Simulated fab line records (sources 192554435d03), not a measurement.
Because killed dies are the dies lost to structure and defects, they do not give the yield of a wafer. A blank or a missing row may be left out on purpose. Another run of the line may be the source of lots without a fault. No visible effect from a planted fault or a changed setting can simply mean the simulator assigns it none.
Which of the tools did it?    flow n5_finfet    24 wafers from 8 lots sampled at 8 of the route's 1938 steps

== WHAT EACH GAUGE READ, for each wafer ==
N5_BEOL_M4_RC_MEAS_101. Usual: DIBL_N 35.8 mV/V, standard deviation 1.6; DIBL_P 36.0 mV/V, standard deviation 2.1; IOFF_N 0.153 nA/um, standard deviation 0.026; IOFF_P 0.21 nA/um, standard deviation 0.037; ION_N 673 uA/um, standard deviation 11; ION_P 462 uA/um, standard deviation 7.6; SS_N 71.4 mV/dec, standard deviation 0.53; SS_P 73.2 mV/dec, standard deviation 0.67; VT_N 250 mV, standard deviation 3.2; VT_P -250 mV, standard deviation 3.7.
lot   measured      on         DIBL_N (mV/V)   DIBL_P (mV/V)   IOFF_N (nA/um)     IOFF_P (nA/um)  ION_N (uA/um)  ION_P (uA/um)  SS_N (mV/dec)   SS_P (mV/dec)   VT_N (mV)    VT_P (mV)       flag
L494  day 8 01:25   prober-02  37.3 33.5 37.9  39.2 33.7 38.8  0.188 0.117 0.207  0.26 0.17 0.27  684 662 700    476 463 476    70.9 71.1 71.1  74.0 72.5 74.2  245 256 243  -248 -251 -245  
L496  day 8 23:57   prober-01  36.7 37.7 35.7  38.9 40.2 37.7  0.176 0.201 0.146  0.28 0.32 0.26  693 682 673    472 477 470    71.4 72.1 71.0  74.1 74.1 73.2  250 246 252  -243 -240 -244  
L498  day 9 06:08   prober-01  37.5 37.4 36.8  36.1 36.3 35.5  0.193 0.183 0.180  0.24 0.25 0.24  691 685 697    468 471 476    71.4 70.9 70.6  73.7 73.9 72.9  245 246 245  -246 -243 -243  
L505  day 11 05:25  prober-01  35.2 37.1 36.0  36.0 39.2 37.5  0.160 0.186 0.160  0.18 0.24 0.22  670 670 675    455 452 460    71.9 71.4 71.9  73.3 74.0 73.7  251 246 249  -252 -250 -251  
L513  day 13 01:37  prober-01  36.5 37.5 34.7  36.6 37.0 35.0  0.159 0.174 0.136  0.20 0.21 0.18  669 680 661    459 464 460    71.4 72.2 70.6  73.7 73.4 72.9  253 250 253  -251 -249 -254  
L515  day 13 14:24  prober-02  37.5 38.3 38.3  38.2 39.0 38.8  0.156 0.157 0.167  0.21 0.24 0.22  668 672 674    458 469 458    71.6 71.8 71.5  73.6 74.3 73.8  251 252 248  -251 -250 -249  
L516  day 13 14:36  prober-01  33.2 34.2 37.3  32.0 32.8 37.4  0.110 0.118 0.188  0.15 0.15 0.24  664 667 685    457 458 467    70.9 71.0 71.0  71.6 72.4 73.3  256 253 246  -254 -256 -250  
L517  day 13 18:08  prober-01  38.3 34.6 35.0  36.3 32.5 33.8  0.182 0.124 0.136  0.21 0.17 0.18  675 668 665    454 456 461    71.5 71.3 71.1  73.9 72.6 73.1  248 254 249  -251 -253 -253  

N5_BEOL_M8_OCD_MEAS_38. Usual: 92.8 nm for trench_depth_nm, sd 1.4.
lot   measured      on      trench_depth_nm (nm)  flag
L494  day 9 07:36   ocd-02  93.2 92.5 92.5        
L496  day 10 12:10  ocd-01  93.3 91.4 91.6        
L498  day 10 13:09  ocd-02  91.6 92.1 91.2        
L505  day 12 20:28  ocd-01  92.6 91.8 153.3       OFF
L513  day 14 11:46  ocd-02  93.6 96.3 93.6        
L515  day 15 03:55  ocd-02  92.5 94.0 94.9        
L516  day 15 01:44  ocd-01  94.7 91.4 94.7        
L517  day 15 09:47  ocd-01  94.3 92.5 92.0        

N5_BEOL_M8_THK_MEAS_53: measures by xrf. Usual: for M8_THK the level is 79.1 nm and the standard deviation is 1.8.
lot   measured      on             M8_THK (nm)      flag
L494  day 9 10:20   film_metro-01  78.1 77.4 78.3   
L496  day 10 14:42  film_metro-02  77.5 77.5 78.4   
L498  day 10 16:12  film_metro-01  80.0 78.9 78.6   
L505  day 12 22:30  film_metro-01  78.7 78.0 140.3  OFF
L513  day 14 15:09  film_metro-01  81.5 83.9 81.2   
L515  day 15 06:04  film_metro-01  78.3 79.7 79.6   
L516  day 15 04:02  film_metro-01  83.7 77.8 78.8   
L517  day 15 12:12  film_metro-01  79.9 78.4 78.4   

N5_BEOL_M8_RS_MEAS_57: uses a four-point probe to measure. Usual: for M8_RS the level is 0.290 ohm/sq and the standard deviation is 0.0076.
lot   measured      on             M8_RS (ohm/sq)     flag
L494  day 9 10:28   film_metro-02  0.295 0.299 0.294  
L496  day 10 14:50  film_metro-01  0.292 0.293 0.289  
L498  day 10 16:20  film_metro-01  0.290 0.295 0.295  
L505  day 12 22:40  film_metro-01  0.293 0.297 0.152  OFF
L513  day 14 15:17  film_metro-02  0.284 0.272 0.284  
L515  day 15 06:12  film_metro-02  0.293 0.287 0.288  
L516  day 15 04:10  film_metro-01  0.270 0.294 0.290  
L517  day 15 12:20  film_metro-01  0.288 0.294 0.295  

== TOOL THAT RAN EACH LOT (tool first, then ch and the chambers of the sampled wafers, then the start) ==
lot   N5_BEOL_M8_ETCH_72                  N5_BEOL_M8_TRENCH_ETCH_37           N5_BEOL_M8_CURE_75             N5_BEOL_M8_DEGAS_44
L494  rie_diel-06 ch 0,1,3, day 9 07:12   rie_diel-06 ch 0,1,3, day 9 07:26   uv_cure-01 ch 2, day 9 07:54   pvd_sputter-03, day 9 08:18
L496  rie_diel-01 ch 0,2, day 10 11:47    rie_diel-01 ch 0,2, day 10 12:01    uv_cure-02 ch 2, day 10 12:23  pvd_sputter-02, day 10 13:00
L498  rie_diel-06 ch 1,2, day 10 12:46    rie_diel-06 ch 1,2, day 10 13:00    uv_cure-01 ch 1, day 10 13:22  pvd_sputter-01, day 10 13:58
L505  rie_diel-06 ch 0,1,2, day 12 20:05  rie_diel-06 ch 0,1,2, day 12 20:19  uv_cure-02 ch 2, day 12 20:43  pvd_sputter-01, day 12 21:01
L513  rie_diel-05 ch 1,2,3, day 14 11:21  rie_diel-05 ch 1,2,3, day 14 11:35  uv_cure-03 ch 1, day 14 12:03  pvd_sputter-02, day 14 13:21
L515  rie_diel-05 ch 0,2,3, day 15 03:32  rie_diel-05 ch 0,2,3, day 15 03:46  uv_cure-02 ch 1, day 15 04:07  pvd_sputter-01, day 15 04:27
L516  rie_diel-05 ch 0,1,2, day 15 01:20  rie_diel-05 ch 0,1,2, day 15 01:35  uv_cure-03 ch 0, day 15 02:14  pvd_sputter-01, day 15 02:37
L517  rie_diel-01 ch 0,2,3, day 15 09:23  rie_diel-01 ch 0,2,3, day 15 09:37  uv_cure-03 ch 2, day 15 09:59  pvd_sputter-01, day 15 10:31
- N5_BEOL_M8_ETCH_72: etches underlayer in N2/H2, target depth 6.5 nm, time 5.2 s.
- N5_BEOL_M8_TRENCH_ETCH_37: etches SiCOH lowk in C4F6/O2, target depth 93.478 nm, time 31.2 s.
- N5_BEOL_M8_CURE_75: cures SiCOH lowk, time 120 s.
- N5_BEOL_M8_DEGAS_44: time 60 s.

== WHAT THE TOOLS THEMSELVES READ (means of the sampled wafers that have a number; where no wafer has one, the mark that the record gives instead) ==
N5_BEOL_M8_ETCH_72. Usual: drypump_motor_current_A 5.7 A, standard deviation 0.54; etch_rf_on_time_s 5.21 s, standard deviation 0.097; oes_product_au 0.67 a.u., standard deviation 0.077; rf_vpp_V 524.3 V, standard deviation 2.3; showerhead_plenum_p_Torr 2.55 Torr, standard deviation 0.076; throttle_valve_pct 17.85 %, standard deviation 0.23.
lot   tool         drypump_motor_current_A (A)  etch_rf_on_time_s (s)  oes_product_au (a.u.)  rf_vpp_V (V)  showerhead_plenum_p_Torr (Torr)  throttle_valve_pct (%)  flag
L494  rie_diel-06  5.3                          5.21                   0.66                   522.6         2.52                             17.84                   
L496  rie_diel-01  5.5                          5.23                   0.66                   523.5         2.51                             17.85                   
L498  rie_diel-06  6.1                          5.37                   0.59                   525.0         2.58                             17.81                   
L505  rie_diel-06  5.6                          5.25                   0.71                   524.8         2.53                             17.70                   
L513  rie_diel-05  5.5                          5.13                   0.71                   526.1         2.64                             17.84                   
L515  rie_diel-05  5.8                          5.09                   0.74                   525.8         2.58                             17.69                   
L516  rie_diel-05  5.8                          5.12                   0.74                   524.7         2.58                             17.85                   
L517  rie_diel-01  5.5                          5.26                   0.69                   524.2         2.55                             17.95                   

N5_BEOL_M8_TRENCH_ETCH_37. Usual: drypump_motor_current_A 5.7 A, standard deviation 0.55; oes_f_703_au 0.78 a.u., standard deviation 0.084; oes_o_777_au 0.79 a.u., standard deviation 0.086; oes_product_au 0.79 a.u., standard deviation 0.093; rf_vpp_V 672 V, standard deviation 9.7; run_length_s 54.6 s, standard deviation 0.47; showerhead_plenum_p_Torr 2.86 Torr, standard deviation 0.081; throttle_valve_pct 20.98 %, standard deviation 0.21.
lot   tool         drypump_motor_current_A (A)  oes_f_703_au (a.u.)  oes_o_777_au (a.u.)  oes_product_au (a.u.)  rf_vpp_V (V)  run_length_s (s)  showerhead_plenum_p_Torr (Torr)  throttle_valve_pct (%)  flag
L494  rie_diel-06  5.3                          0.77                 0.78                 0.76                   667           54.9              2.81                             20.93                   
L496  rie_diel-01  5.5                          0.77                 0.77                 0.78                   677           54.4              2.82                             21.02                   
L498  rie_diel-06  6.1                          0.69                 0.71                 0.71                   671           54.9              2.90                             21.04                   
L505  rie_diel-06  5.6                          0.81                 0.84                 0.82                   671           61.4              2.84                             20.88                   OFF
L513  rie_diel-05  5.5                          0.81                 0.80                 0.83                   680           55.0              2.95                             20.96                   
L515  rie_diel-05  5.8                          0.86                 0.85                 0.88                   671           54.7              2.91                             20.83                   
L516  rie_diel-05  5.8                          0.85                 0.85                 0.86                   681           54.6              2.90                             20.97                   
L517  rie_diel-01  5.5                          0.80                 0.80                 0.81                   673           54.1              2.86                             21.10                   

N5_BEOL_M8_CURE_75. Usual: lamp_power_pct 52.31 %, standard deviation 0.05; wafer_temp_C_max 371.9, standard deviation 0.74.
lot   tool        lamp_power_pct (%)  wafer_temp_C_max  flag
L494  uv_cure-01  52.33               372.1             
L496  uv_cure-02  52.31               371.7             
L498  uv_cure-01  52.30               372.4             
L505  uv_cure-02  52.29               371.5             
L513  uv_cure-03  52.29               371.1             
L515  uv_cure-02  52.29               371.3             
L516  uv_cure-03  52.34               371.9             
L517  uv_cure-03  52.30               372.9             

N5_BEOL_M8_DEGAS_44. Usual: 342 W for heater_power_w, sd 30.
lot   tool            heater_power_w (W)  flag
L494  pvd_sputter-03  317                 
L496  pvd_sputter-02  343                 
L498  pvd_sputter-01  315                 
L505  pvd_sputter-01  335                 
L513  pvd_sputter-02  353                 
L515  pvd_sputter-01  353                 
L516  pvd_sputter-01  358                 
L517  pvd_sputter-01  344                 

== THE ANSWER, worked out from the rows above alone ==
Rule: take the mean of a lot's wafers that have a number; if it is more than 3 standard deviations from the usual mean, the lot is off. Also off: a lot with no number at a reading for which 4 or more lots have one. The other lots that the step has rows for count as sound. Order of review: gauges by route order, followed by the tools' own readings, for which a lot's mean as printed above is used. At the first step where some lot is off, the reading lying furthest off is the one used; lots without a number count as furthest.
Off: L505 (N5_BEOL_M8_OCD_MEAS_38, trench_depth_nm).
A tool fits if, at a process step before that reading, it ran every lot that is off, and no sound lot after the first of them. The gauges at N5_BEOL_M8_OCD_MEAS_38 aren't tried: what is off there is off at N5_BEOL_M8_THK_MEAS_53 too, on other tools, and a gauge's error can't cause that. One fits: rie_diel-06 at N5_BEOL_M8_ETCH_72 and N5_BEOL_M8_TRENCH_ETCH_37. At N5_BEOL_M8_ETCH_72 its last sound lot is L498 (day 10 12:46), its first lot that is off L505 (day 12 20:05): a fault that began between those two fits.

== WHAT WAS PUT IN BY THE SIMULATOR ==
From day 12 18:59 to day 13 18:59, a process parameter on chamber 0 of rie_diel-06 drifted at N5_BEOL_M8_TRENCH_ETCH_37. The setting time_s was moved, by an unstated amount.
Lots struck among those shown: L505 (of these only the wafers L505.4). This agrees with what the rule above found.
